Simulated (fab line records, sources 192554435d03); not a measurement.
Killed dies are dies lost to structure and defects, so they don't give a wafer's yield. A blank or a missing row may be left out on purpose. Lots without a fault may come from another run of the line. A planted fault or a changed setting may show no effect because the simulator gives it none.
Which tool did it? | flow n5_finfet | 24 lots, 72 wafers sampled, at 5 steps of a route of 1938

WHAT THE GAUGES READ, wafer by wafer
N5_DUMMY_GATE_CD_MEAS_24: target cd 15 nm.
lot  | measured    | on        | cd_nm (nm)
L074 | day 2 22:17 | cd_sem-02 | 14.6 14.2 14.8
L075 | day 3 03:31 | cd_sem-01 | 15.0 14.9 14.3
L076 | day 3 10:47 | cd_sem-03 | 15.9 14.1 15.0
L077 | day 3 17:37 | cd_sem-03 | 14.3 15.6 15.0
L078 | day 3 23:08 | cd_sem-02 | 14.9 14.1 14.5
L079 | day 4 04:37 | cd_sem-01 | 14.5 14.4 14.8
L080 | day 4 10:32 | cd_sem-01 | 15.1 16.4 14.8
L081 | day 4 17:16 | cd_sem-02 | 15.1 14.7 14.2
L082 | day 5 04:14 | cd_sem-02 | 14.2 14.7 14.4
L083 | day 5 07:48 | cd_sem-01 | 15.6 15.1 15.2
L084 | day 5 13:35 | cd_sem-02 | 14.2 15.5 14.7
L085 | day 5 18:46 | cd_sem-02 | 15.1 14.3 15.1
L086 | day 6 00:51 | cd_sem-02 | 13.8 14.7 14.4
L087 | day 6 06:31 | cd_sem-01 | 15.3 14.8 14.7
L088 | day 6 12:02 | cd_sem-01 | 14.9 14.5 15.5
L089 | day 6 18:16 | cd_sem-01 | 14.7 14.8 15.4
L090 | day 7 00:17 | cd_sem-02 | 14.4 14.3 14.2
L091 | day 7 05:43 | cd_sem-01 | 14.6 15.8 14.6
L092 | day 7 11:27 | cd_sem-01 | 14.6 15.4 15.2
L093 | day 7 16:40 | cd_sem-01 | 15.1 15.0 14.8
L094 | day 7 22:43 | cd_sem-01 | 14.5 15.3 14.2
L095 | day 8 06:07 | cd_sem-01 | 14.6 15.3 15.1
L096 | day 8 10:27 | cd_sem-03 | 14.1 14.7 15.2
L097 | day 8 17:04 | cd_sem-02 | 13.9 15.1 14.1

N5_SD_EPI_N_OVL_MEAS_10.
lot  | measured    | on         | SD_N_BLK_OVL (nm)
L074 | day 2 23:43 | overlay-01 | -1.1 -1.4 -1.5
L075 | day 3 04:50 | overlay-01 | 1.0 1.0 1.2
L076 | day 3 12:35 | overlay-02 | 0.3 -0.2 -0.7
L077 | day 3 18:51 | overlay-01 | -1.1 0.0 0.3
L078 | day 4 00:19 | overlay-01 | -0.1 0.1 -1.4
L079 | day 4 06:14 | overlay-02 | -0.6 0.1 0.4
L080 | day 4 12:02 | overlay-02 | -0.2 0.1 -0.1
L081 | day 4 18:50 | overlay-01 | 0.7 -0.2 0.0
L082 | day 5 05:38 | overlay-01 | 0.7 1.1 0.6
L083 | day 5 09:23 | overlay-01 | -0.3 -0.5 0.4
L084 | day 5 15:34 | overlay-02 | -0.2 -0.5 -0.6
L085 | day 5 20:16 | overlay-02 | -0.2 0.2 0.4
L086 | day 6 02:10 | overlay-02 | 0.0 -0.5 0.5
L087 | day 6 07:56 | overlay-02 | 0.5 0.4 0.6
L088 | day 6 14:58 | overlay-02 | 1.1 0.5 0.6
L089 | day 6 19:29 | overlay-02 | 0.0 0.3 0.8
L090 | day 7 01:37 | overlay-02 | 0.6 1.1 -0.1
L091 | day 7 07:02 | overlay-02 | -0.2 1.6 -0.8
L092 | day 7 12:46 | overlay-02 | 0.2 -0.4 -0.8
L093 | day 7 18:17 | overlay-02 | -0.6 0.0 -0.9
L094 | day 8 00:14 | overlay-01 | -1.3 0.4 0.1
L095 | day 8 07:26 | overlay-01 | -0.1 0.5 -0.1
L096 | day 8 11:46 | overlay-02 | 0.2 -0.3 0.4
L097 | day 8 18:24 | overlay-01 | -0.7 0.0 1.4

N5_SD_EPI_P_OVL_MEAS_10.
lot  | measured    | on         | SD_P_BLK_OVL (nm)
L074 | day 3 04:10 | overlay-01 | 2.4 1.1 2.0
L075 | day 3 09:29 | overlay-01 | 1.0 0.5 1.1
L076 | day 3 17:20 | overlay-01 | 1.5 1.0 0.7
L077 | day 3 23:17 | overlay-01 | 1.9 0.2 1.9
L078 | day 4 04:49 | overlay-01 | -1.0 -0.1 -0.4
L079 | day 4 11:12 | overlay-01 | -0.2 0.5 0.2
L080 | day 4 16:47 | overlay-02 | 1.0 0.6 0.8
L081 | day 4 23:26 | overlay-02 | 0.5 0.1 0.7
L082 | day 5 10:05 | overlay-01 | 0.9 0.6 0.7
L083 | day 5 13:49 | overlay-02 | 1.1 1.1 0.4
L084 | day 5 20:31 | overlay-02 | 0.5 1.2 0.6
L085 | day 6 01:20 | overlay-01 | -0.2 0.5 -0.2
L086 | day 6 07:13 | overlay-01 | -0.9 -1.0 -0.6
L087 | day 6 14:41 | overlay-02 | 1.4 1.1 2.1
L088 | day 6 19:21 | overlay-01 | 0.3 1.2 0.7
L089 | day 7 00:49 | overlay-01 | 0.9 -0.9 -1.4
L090 | day 7 06:25 | overlay-02 | 1.0 1.4 1.2
L091 | day 7 11:37 | overlay-01 | 0.9 0.5 1.0
L092 | day 7 18:21 | overlay-01 | 1.0 1.9 0.7
L093 | day 7 23:34 | overlay-02 | 1.0 0.4 0.6
L094 | day 8 05:23 | overlay-01 | 0.5 0.4 0.7
L095 | day 8 11:49 | overlay-01 | 0.1 0.9 0.0
L096 | day 8 17:35 | overlay-02 | -0.6 -0.8 0.2
L097 | day 8 22:56 | overlay-01 | 0.4 2.0 1.2

WHICH TOOL RAN EACH LOT (tool, then ch and the chambers of the sampled wafers, then the start)
lot  | N5_DUMMY_GATE_HM_OPEN_21          | N5_SD_EPI_N_ETCH_34
L074 | rie_diel-01 ch 0,1, day 2 21:55   | rie_diel-06 ch 0,1, day 2 23:49
L075 | rie_diel-05 ch 2,3, day 3 03:09   | rie_diel-03 ch 0,2,3, day 3 04:55
L076 | rie_diel-02 ch 1,2, day 3 10:25   | rie_diel-06 ch 1,3, day 3 12:59
L077 | rie_diel-05 ch 0,1,3, day 3 17:16 | rie_diel-04 ch 2,3, day 3 18:56
L078 | rie_diel-02 ch 0,3, day 3 22:46   | rie_diel-04 ch 0,2,3, day 4 00:25
L079 | rie_diel-05 ch 1,3, day 4 04:15   | rie_diel-04 ch 1,2,3, day 4 06:50
L080 | rie_diel-02 ch 1,2,3, day 4 10:10 | rie_diel-04 ch 0,2,3, day 4 12:08
L081 | rie_diel-05 ch 0,2,3, day 4 16:54 | rie_diel-03 ch 1,2,3, day 4 19:16
L082 | rie_diel-01 ch 0,1, day 5 03:52   | rie_diel-04 ch 0,2,3, day 5 05:44
L083 | rie_diel-01 ch 0,1, day 5 07:26   | rie_diel-06 ch 0,3, day 5 09:29
L084 | rie_diel-05 ch 0,1,2, day 5 13:14 | rie_diel-04 ch 1,2,3, day 5 15:40
L085 | rie_diel-01 ch 0,1,3, day 5 18:24 | rie_diel-04 ch 0,1, day 5 20:37
L086 | rie_diel-01 ch 2,3, day 6 00:29   | rie_diel-06 ch 0,1,2, day 6 02:15
L087 | rie_diel-02 ch 1,3, day 6 06:08   | rie_diel-06 ch 1,2, day 6 08:02
L088 | rie_diel-01 ch 1,2,3, day 6 11:41 | rie_diel-03 ch 1,3, day 6 15:04
L089 | rie_diel-02 ch 0,2, day 6 17:55   | rie_diel-03 ch 0,3, day 6 19:34
L090 | rie_diel-05 ch 0,1,3, day 6 23:55 | rie_diel-03 ch 0,1,3, day 7 01:46
L091 | rie_diel-05 ch 2,3, day 7 05:21   | rie_diel-04 ch 1,3, day 7 07:07
L092 | rie_diel-02 ch 0,1,2, day 7 11:05 | rie_diel-04 ch 0,2,3, day 7 13:16
L093 | rie_diel-05 ch 0,1,3, day 7 16:18 | rie_diel-04 ch 0,1,2, day 7 18:23
L094 | rie_diel-01 ch 0,1,2, day 7 22:22 | rie_diel-04 ch 0,2,3, day 8 00:22
L095 | rie_diel-02 ch 2,3, day 8 05:45   | rie_diel-06 ch 0,2,3, day 8 07:31
L096 | rie_diel-05 ch 1,3, day 8 10:05   | rie_diel-03 ch 0,1,2, day 8 12:02
L097 | rie_diel-02 ch 1,3, day 8 16:42   | rie_diel-04 ch 0,1,2, day 8 18:29
- N5_DUMMY_GATE_HM_OPEN_21: chemistry CH3F/O2, target SiNx, target depth 120 nm, time 171.4 s.
- N5_SD_EPI_N_ETCH_34: etches SiARC in CF4, target depth 45.5 nm, time 75.8 s.

WHAT THE TOOLS THEMSELVES READ (means of the sampled wafers that have a number; where no wafer has one, the mark that the record gives instead)
N5_DUMMY_GATE_HM_OPEN_21.
lot  | tool        | drypump_motor_current_A (A) | oes_product_au (a.u.) | rf_vpp_V (V) | showerhead_plenum_p_Torr (Torr) | throttle_valve_pct (%)
L074 | rie_diel-01 | 6.2                         | 0.78                  | 300          | 2.05                            | 16.34
L075 | rie_diel-05 | 6.0                         | 0.82                  | 298          | 2.05                            | 16.28
L076 | rie_diel-02 | 6.3                         | 0.71                  | 293          | 1.94                            | 16.54
L077 | rie_diel-05 | 5.7                         | 0.77                  | 306          | 2.00                            | 16.46
L078 | rie_diel-02 | 5.8                         | 0.73                  | 288          | 2.09                            | 16.64
L079 | rie_diel-05 | 5.9                         | 0.77                  | 302          | 2.03                            | 16.42
L080 | rie_diel-02 | 6.2                         | 0.70                  | 290          | 2.00                            | 16.73
L081 | rie_diel-05 | 5.8                         | 0.81                  | 302          | 2.02                            | 16.35
L082 | rie_diel-01 | 6.1                         | 0.72                  | 301          | 2.06                            | 16.44
L083 | rie_diel-01 | 6.2                         | 0.76                  | 300          | 2.05                            | 16.36
L084 | rie_diel-05 | 5.6                         | 0.83                  | 298          | 1.97                            | 16.41
L085 | rie_diel-01 | 6.1                         | 0.74                  | 299          | 2.01                            | 16.46
L086 | rie_diel-01 | 5.7                         | 0.88                  | 300          | 2.03                            | 16.30
L087 | rie_diel-02 | 6.3                         | 0.69                  | 289          | 2.06                            | 16.92
L088 | rie_diel-01 | 5.9                         | 0.83                  | 299          | 2.01                            | 16.34
L089 | rie_diel-02 | 5.8                         | 0.71                  | 289          | 2.02                            | 16.52
L090 | rie_diel-05 | 5.7                         | 0.76                  | 305          | 2.00                            | 16.50
L091 | rie_diel-05 | 6.0                         | 0.78                  | 297          | 2.04                            | 16.34
L092 | rie_diel-02 | 6.1                         | 0.70                  | 291          | 1.99                            | 16.56
L093 | rie_diel-05 | 5.7                         | 0.76                  | 305          | 1.99                            | 16.51
L094 | rie_diel-01 | 6.0                         | 0.89                  | 301          | 2.05                            | 16.19
L095 | rie_diel-02 | 6.1                         | 0.90                  | 289          | 2.02                            | 16.60
L096 | rie_diel-05 | 5.9                         | 0.76                  | 302          | 2.02                            | 16.48
L097 | rie_diel-02 | 6.3                         | 0.89                  | 289          | 2.05                            | 16.59

N5_SD_EPI_N_ETCH_34.
lot  | tool        | cf4_flow_sccm (sccm) | drypump_motor_current_A (A) | etch_rf_on_time_s (s) | oes_product_au (a.u.) | rf_vpp_V (V) | showerhead_plenum_p_Torr (Torr) | throttle_valve_pct (%)
L074 | rie_diel-06 | 99.7                 | 6.2                         | 73.8                  | 0.59                  | 182.1        | 2.08                            | 15.89
L075 | rie_diel-03 | 99.8                 | 6.1                         | 78.2                  | 0.60                  | 184.8        | 2.18                            | 15.92
L076 | rie_diel-06 | 100.0                | 5.9                         | 74.9                  | 0.64                  | 184.7        | 2.16                            | 15.64
L077 | rie_diel-04 | 100.2                | 5.8                         | 74.9                  | 0.72                  | 184.1        | 2.13                            | 15.30
L078 | rie_diel-04 | 99.9                 | 5.9                         | 75.7                  | 0.68                  | 183.5        | 2.12                            | 15.36
L079 | rie_diel-04 | 99.9                 | 6.1                         | 76.8                  | 0.67                  | 185.2        | 2.16                            | 15.42
L080 | rie_diel-04 | 99.9                 | 5.9                         | 75.9                  | 0.67                  | 183.2        | 2.11                            | 15.36
L081 | rie_diel-03 | 99.7                 | 5.7                         | 77.1                  | 0.62                  | 184.7        | 2.19                            | 15.74
L082 | rie_diel-04 | 100.2                | 5.9                         | 76.0                  | 0.67                  | 183.3        | 2.11                            | 15.38
L083 | rie_diel-06 | 100.1                | 5.8                         | 74.3                  | 0.77                  | 185.0        | 2.23                            | 15.55
L084 | rie_diel-04 | 99.8                 | 6.1                         | 77.5                  | 0.66                  | 184.4        | 2.16                            | 15.44
L085 | rie_diel-04 | 99.9                 | 6.4                         | 79.4                  | 0.62                  | 184.0        | 2.15                            | 15.56
L086 | rie_diel-06 | 100.0                | 6.2                         | 75.5                  | 0.66                  | 184.4        | 2.19                            | 15.69
L087 | rie_diel-06 | 100.0                | 6.1                         | 76.5                  | 0.60                  | 183.8        | 2.14                            | 15.78
L088 | rie_diel-03 | 99.6                 | 5.6                         | 78.6                  | 0.61                  | 184.1        | 2.19                            | 15.58
L089 | rie_diel-03 | 99.7                 | 6.3                         | 78.0                  | 0.72                  | 183.7        | 2.16                            | 15.69
L090 | rie_diel-03 | 99.9                 | 6.0                         | 76.8                  | 0.67                  | 185.1        | 2.18                            | 15.64
L091 | rie_diel-04 | 100.0                | 6.5                         | 78.0                  | 0.62                  | 184.9        | 2.20                            | 15.58
L092 | rie_diel-04 | 99.6                 | 5.9                         | 77.0                  | 0.64                  | 182.8        | 2.11                            | 15.42
L093 | rie_diel-04 | 100.3                | 6.0                         | 78.5                  | 0.64                  | 184.2        | 2.11                            | 15.47
L094 | rie_diel-04 | 100.0                | 5.9                         | 76.3                  | 0.64                  | 183.4        | 2.11                            | 15.42
L095 | rie_diel-06 | 100.3                | 5.8                         | 75.9                  | 0.66                  | 184.0        | 2.17                            | 15.68
L096 | rie_diel-03 | 100.0                | 5.9                         | 76.9                  | 0.71                  | 184.3        | 2.20                            | 15.61
L097 | rie_diel-04 | 100.2                | 6.1                         | 77.8                  | 0.64                  | 183.8        | 2.10                            | 15.48

THE ANSWER, worked out from the rows above alone
Rule: what is usual is taken from the lots themselves. Put in order of their means at a reading, lots are off if they are a third of the lots or fewer, leave a main group of 4 or more, and stand apart from it by a gap of 3 or more times the standard deviation of the main group's means; of several such gaps the widest counts. A main group whose means are all the same, to the digits that the tables above print for the reading, isn't used. A lot without any number at a reading at which 4 lots or more have one is off too. The other lots that the step has rows for count as sound. The gauges are gone through in route order, then the tools' own readings, and for those a lot's mean is taken as printed above. The first step at which some lot is off is used, and at that step the reading that is off furthest; a lot without a number counts as furthest.
No lot is off at any reading shown: from this, nothing can be told.

WHAT THE SIMULATOR HAD PUT IN
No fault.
